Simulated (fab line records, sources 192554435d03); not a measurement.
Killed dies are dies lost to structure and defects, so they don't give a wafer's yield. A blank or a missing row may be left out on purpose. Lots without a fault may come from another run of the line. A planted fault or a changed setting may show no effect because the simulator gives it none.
Chamber matching | flow n5_finfet | N5_BEOL_M2_STRIP_36 on rie_diel-01: 4 sister chambers
The step strips in N2/H2. 20 wafers are shown with their chamber, then 10 later ones without.

WAFERS WITH THEIR CHAMBER
wafer  | chamber | drypump_motor_current_A (A) | throttle_valve_pct (%) | showerhead_plenum_p_Torr (Torr)
L078.1 | 2       | 5.9                         | 23.77                  | 2.39
L078.3 | 0       | 5.5                         | 23.55                  | 2.48
L078.5 | 2       | 5.9                         | 23.76                  | 2.39
L081.1 | 3       | 5.0                         | 23.20                  | 2.57
L081.3 | 0       | 5.5                         | 23.57                  | 2.48
L081.6 | 3       | 5.0                         | 23.23                  | 2.57
L082.2 | 0       | 5.5                         | 23.59                  | 2.48
L082.4 | 1       | 5.3                         | 23.46                  | 2.61
L082.5 | 2       | 6.0                         | 23.76                  | 2.39
L083.1 | 3       | 5.0                         | 23.22                  | 2.57
L083.4 | 1       | 5.2                         | 23.43                  | 2.61
L083.5 | 2       | 6.0                         | 23.76                  | 2.39
L086.1 | 0       | 5.5                         | 23.66                  | 2.47
L086.2 | 1       | 5.2                         | 23.43                  | 2.60
L086.4 | 3       | 5.0                         | 23.27                  | 2.56
L090.4 | 0       | 5.5                         | 23.61                  | 2.47
L090.5 | 1       | 5.2                         | 23.46                  | 2.60
L090.6 | 3       | 5.0                         | 23.27                  | 2.56
L092.4 | 2       | 5.9                         | 23.81                  | 2.70
L092.5 | 1       | 5.2                         | 23.45                  | 2.60

SIGNATURES (means of the wafers above)
reading                  | chamber 0 | chamber 1 | chamber 2 | chamber 3 | scatter within a chamber
drypump_motor_current_A  | 5.500     | 5.220     | 5.940     | 5.000     | 0.0354
throttle_valve_pct       | 23.5960   | 23.4460   | 23.7720   | 23.2380   | 0.0294
showerhead_plenum_p_Torr | 2.4760    | 2.6040    | 2.4520    | 2.5660    | 0.0695
Rule: a wafer's distance from a chamber is the root of the sum, over the readings, of the square of ((its reading less the chamber's mean) divided by the reading's scatter). The wafer belongs to the nearest chamber; if the next one is less than 2 further off, it can't be placed. The scatter: the root of (the sum of the squares of (reading less its chamber's mean) over the shown wafers, divided by (wafers less chambers)).

WAFERS WITHOUT THEIR CHAMBER
wafer  | drypump_motor_current_A (A) | throttle_valve_pct (%) | showerhead_plenum_p_Torr (Torr)
L092.6 | 5.0                         | 23.24                  | 2.56
L094.1 | 5.5                         | 23.60                  | 2.47
L094.2 | 4.9                         | 23.27                  | 2.56
L094.3 | 5.3                         | 23.45                  | 2.60
L096.1 | 4.9                         | 23.26                  | 2.56
L096.5 | 5.9                         | 23.84                  | 2.70
L096.6 | 5.2                         | 23.49                  | 2.60
L097.1 | 5.4                         | 23.61                  | 2.46
L097.3 | 5.9                         | 23.83                  | 2.69
L097.5 | 5.0                         | 23.27                  | 2.55

WHICH CHAMBER EACH WENT THROUGH
wafer  | from the rows above | in truth
L092.6 | 3                   | 3
L094.1 | 0                   | 0
L094.2 | 3                   | 3
L094.3 | 1                   | 1
L096.1 | 3                   | 3
L096.5 | 2                   | 2
L096.6 | 1                   | 1
L097.1 | 0                   | 0
L097.3 | 2                   | 2
L097.5 | 3                   | 3
Placed correctly: 10 of 10. Can't be placed from these rows: 0. Placed wrongly: 0.
